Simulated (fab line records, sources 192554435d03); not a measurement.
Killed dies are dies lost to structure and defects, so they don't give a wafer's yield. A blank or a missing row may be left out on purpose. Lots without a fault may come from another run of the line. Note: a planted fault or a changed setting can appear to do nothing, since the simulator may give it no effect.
Chamber matching + flow n5_finfet + 3 sister chambers for N5_BEOL_M10_ILD_DEP_00 on pecvd-03
The step deposits SiCOH lowk from DEMS/porogen, target thk 308.51 nm, time 58 s. 3 wafers are shown with their chamber, then 9 later ones without.

WAFERS PAIRED WITH THEIR CHAMBERS
| wafer  | chamber | heater_power_w (W) |
|--------|---------|--------------------|
| L090.4 | 0       | 248                |
| L090.5 | 1       | 319                |
| L090.6 | 2       | 256                |

WAFERS WHOSE CHAMBER IS MISSING
| wafer  | heater_power_w (W) |
|--------|--------------------|
| L093.4 | 329                |
| L093.5 | 281                |
| L093.6 | 290                |
| L095.1 | 260                |
| L095.4 | 298                |
| L095.5 | 267                |
| L097.1 | 285                |
| L097.3 | 298                |
| L097.5 | 306                |

THE CHAMBER EACH PASSED THROUGH
| wafer  | from the rows above          | in truth |
|--------|------------------------------|----------|
| L093.4 | 1                            | 1        |
| L093.5 | can't be placed: 2 or 0 or 1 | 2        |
| L093.6 | can't be placed: 1 or 2 or 0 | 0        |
| L095.1 | can't be placed: 2 or 0      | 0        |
| L095.4 | can't be placed: 1 or 2 or 0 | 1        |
| L095.5 | can't be placed: 2 or 0      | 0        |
| L097.1 | can't be placed: 2 or 1 or 0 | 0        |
| L097.3 | can't be placed: 1 or 2 or 0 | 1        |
| L097.5 | can't be placed: 1 or 2      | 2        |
Correctly placed: 1 of 9. These rows do not allow placing 8 (true chamber among the candidates in 8). Placed wrongly: 0.
How it was worked out, from the rows above alone: a wafer's distance from a chamber is the root of the sum, over the readings, of the square of ((its reading less the chamber's mean) divided by the reading's scatter). If the next closest chamber is less than 2 further off than the closest, the wafer can't be placed; otherwise it belongs to the closest. For every chamber, the mean is computed from those of its wafers that are shown. The scatter (one wafer shown for each chamber): square how far every hidden wafer sits from the nearest shown wafer, average those squares and take the square root.
